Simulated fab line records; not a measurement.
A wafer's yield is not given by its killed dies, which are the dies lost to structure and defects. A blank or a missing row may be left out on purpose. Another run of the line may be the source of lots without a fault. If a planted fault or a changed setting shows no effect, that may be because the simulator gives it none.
Chamber matching + flow nand harc + pecvd-03 running NHARC_P_CONTACT_DEP_30: 3 sister chambers
The step deposits SiNx, target thk 30 nm. 14 wafers are shown with their chamber, then 7 later ones without.

== EACH WAFER AND ITS CHAMBER ==
| wafer  | chamber | heater power w (W) |
|--------|---------|--------------------|
| L074.3 | 2       | 485                |
| L074.5 | 0       | 696                |
| L074.6 | 2       | 476                |
| L075.1 | 1       | 644                |
| L075.2 | 0       | 871                |
| L075.5 | 2       | 556                |
| L079.2 | 2       | 456                |
| L079.3 | 1       | 776                |
| L079.5 | 0       | 795                |
| L084.2 | 1       | 685                |
| L084.3 | 0       | 799                |
| L084.6 | 1       | 693                |
| L088.1 | 0       | 807                |
| L088.2 | 1       | 723                |

SIGNATURES (averages over the wafers above)
| reading        | chamber 0 | chamber 1 | chamber 2 | scatter within a chamber |
|----------------|-----------|-----------|-----------|--------------------------|
| heater power w | 793.60    | 704.20    | 493.25    | 53.1                     |
Rule: for a wafer and a chamber, the distance is found by dividing, reading by reading, the gap between the wafer's reading and the chamber's mean by the reading's scatter, squaring, summing and taking the root. The wafer belongs to the nearest chamber; if the next one is less than 2 further off, it can't be placed. The scatter: the root of (the sum of the squares of (reading less its chamber's mean) over the shown wafers, divided by (wafers less chambers)).

== WAFERS MISSING THEIR CHAMBER ==
| wafer  | heater power w (W) |
|--------|--------------------|
| L088.4 | 731                |
| L091.1 | 777                |
| L091.4 | 793                |
| L091.6 | 784                |
| L095.2 | 885                |
| L095.4 | 882                |
| L095.5 | 524                |

== WHICH CHAMBER EACH WENT THROUGH ==
| wafer  | from the rows above     | in truth |
|--------|-------------------------|----------|
| L088.4 | can't be placed: 1 or 0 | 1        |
| L091.1 | can't be placed: 0 or 1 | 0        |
| L091.4 | can't be placed: 0 or 1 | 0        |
| L091.6 | can't be placed: 0 or 1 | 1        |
| L095.2 | can't be placed: 0 or 1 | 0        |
| L095.4 | can't be placed: 0 or 1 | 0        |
| L095.5 | 2                       | 2        |
Placed correctly: 1 of 7. Cannot be placed on the basis of these rows: 6; the candidates contain the true chamber in 6. 0 placed wrongly.
